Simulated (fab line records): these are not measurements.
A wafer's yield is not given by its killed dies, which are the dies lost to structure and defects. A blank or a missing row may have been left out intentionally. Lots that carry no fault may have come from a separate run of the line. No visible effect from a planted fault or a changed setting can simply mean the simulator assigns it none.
Which of the tools did it?	flow n5Finfet	10 lots with 30 wafers sampled at 4 steps, on a route of 1938 steps

WHAT THE GAUGES SHOWED, per wafer
N5_BEOL_M14_THK_MEAS_01.
lot	measured	on	M14_ILD_THK (nm)
L674	day 12 01:19	filmMetro-02	1098 1119 1130
L675	day 12 08:44	filmMetro-02	1122 1119 1134
L678	day 13 14:22	filmMetro-01	1105 1115 1142
L679	day 13 14:57	filmMetro-01	1078 1090 1090
L680	day 13 17:37	filmMetro-01	1089 1085 1105
L682	day 14 01:19	filmMetro-02	1069 1078 1094
L683	day 14 05:20	filmMetro-02	1105 1094 1108
L686	day 15 19:05	filmMetro-02	1119 1134 1130
L688	day 16 12:13	filmMetro-02	1100 1118 1121
L695	day 17 23:01	filmMetro-01	1089 1097 1105

N5_BEOL_M14_INSPECT_12: inspects for defects (macro).
lot	measured	on	rawDefectCount
L674	day 12 01:41	defectInspect-02	2 4 3
L675	day 12 09:06	defectInspect-01	2 4 5
L678	day 13 14:50	defectInspect-01	4 2 1
L679	day 13 15:19	defectInspect-01	0 1 1
L680	day 13 18:06	defectInspect-02	4 1 1
L682	day 14 01:41	defectInspect-01	4 2 1
L683	day 14 05:50	defectInspect-01	3 2 3
L686	day 15 19:27	defectInspect-01	1 4 2
L688	day 16 12:42	defectInspect-01	>300 0 >300
L695	day 17 23:31	defectInspect-02	2 1 2

WHICH TOOL RAN EACH LOT (tool, then ch and the chambers of the sampled wafers, then the start)
lot	N5_BEOL_M13_ANNEAL_48	N5_BEOL_M14_ILD_DEP_00
L674	rtpAnneal-01 ch 0, day 12 00:16	pecvd-03 ch 0,1, day 12 01:03
L675	rtpAnneal-02 ch 0, day 12 07:46	pecvd-01 ch 0,1,2, day 12 08:33
L678	rtpAnneal-02 ch 0, day 13 13:23	pecvd-01 ch 0,2, day 13 14:10
L679	rtpAnneal-01 ch 0, day 13 14:00	pecvd-04 ch 0,2, day 13 14:46
L680	rtpAnneal-01 ch 0, day 13 16:37	pecvd-04 ch 0,2, day 13 17:25
L682	rtpAnneal-01 ch 0, day 14 00:18	pecvd-04 ch 0,2, day 14 01:08
L683	rtpAnneal-01 ch 0, day 14 04:25	pecvd-01 ch 0,1,2, day 14 05:09
L686	rtpAnneal-01 ch 0, day 15 18:10	pecvd-03 ch 0,2, day 15 18:53
L688	rtpAnneal-01 ch 0, day 16 11:14	pecvd-04 ch 1,2, day 16 12:02
L695	rtpAnneal-02 ch 0, day 17 22:05	pecvd-01 ch 1,2, day 17 22:50
- N5_BEOL_M13_ANNEAL_48: time 90 s.
- N5_BEOL_M14_ILD_DEP_00: deposits SiO2 from TEOS/O2, target thk 1119.3 nm, time 237.4 s.

WHAT THE TOOLS THEMSELVES READ (means of the sampled wafers that have a number; where no wafer has one, the mark that the record gives instead)
N5_BEOL_M13_ANNEAL_48.
lot	tool	wafer_temp_C_max
L674	rtpAnneal-01	226.01
L675	rtpAnneal-02	225.51
L678	rtpAnneal-02	225.85
L679	rtpAnneal-01	225.96
L680	rtpAnneal-01	226.15
L682	rtpAnneal-01	226.01
L683	rtpAnneal-01	226.08
L686	rtpAnneal-01	226.08
L688	rtpAnneal-01	225.65
L695	rtpAnneal-02	225.82

N5_BEOL_M14_ILD_DEP_00.
lot	tool	heaterPowerW (W)	showerheadPlenumPTorr (Torr)	showerheadVppV (V)	throttleValvePct (%)
L674	pecvd-03	594	8.33	1837	18.1
L675	pecvd-01	605	8.33	1870	18.9
L678	pecvd-01	566	8.35	1907	18.6
L679	pecvd-04	546	8.34	1843	19.2
L680	pecvd-04	546	8.33	1852	19.1
L682	pecvd-04	565	8.35	1851	18.9
L683	pecvd-01	574	8.34	1872	18.9
L686	pecvd-03	520	8.35	1852	17.6
L688	pecvd-04	548	8.40	1937	21.0
L695	pecvd-01	564	8.31	1862	19.1

THE ANSWER, worked out from the rows above alone
Rule: the usual values come from the lots themselves. Put in order of their means at a reading, lots are off if they are a third of the lots or fewer, leave a main group of 4 or more, and stand apart from it by a gap of 3 or more times the standard deviation of the main group's means; of several such gaps the widest counts. A main group whose means are all the same, to the digits that the tables above print for the reading, isn't used. A lot without any number at a reading at which 4 lots or more have one is off too. Where the step has rows for the other lots, those lots are counted as sound. Order of review: gauges by route order, followed by the tools' own readings, for which a lot's mean as printed above is used. At the first step where some lot is off, the reading lying furthest off is the one used; lots without a number count as furthest.
Off: L688, at N5_BEOL_M14_ILD_DEP_00 (showerheadPlenumPTorr). Mean 8.34 Torr and standard deviation 0.012 in the main group.
If a tool, at that step or one of the process steps before it, ran each lot that is off and ran no sound lot following the first of them, it fits. Undecided on this evidence; 2 tools fit (rtpAnneal-01 at N5_BEOL_M13_ANNEAL_48, pecvd-04 at N5_BEOL_M14_ILD_DEP_00).

WHAT THE SIMULATOR HAD PUT IN
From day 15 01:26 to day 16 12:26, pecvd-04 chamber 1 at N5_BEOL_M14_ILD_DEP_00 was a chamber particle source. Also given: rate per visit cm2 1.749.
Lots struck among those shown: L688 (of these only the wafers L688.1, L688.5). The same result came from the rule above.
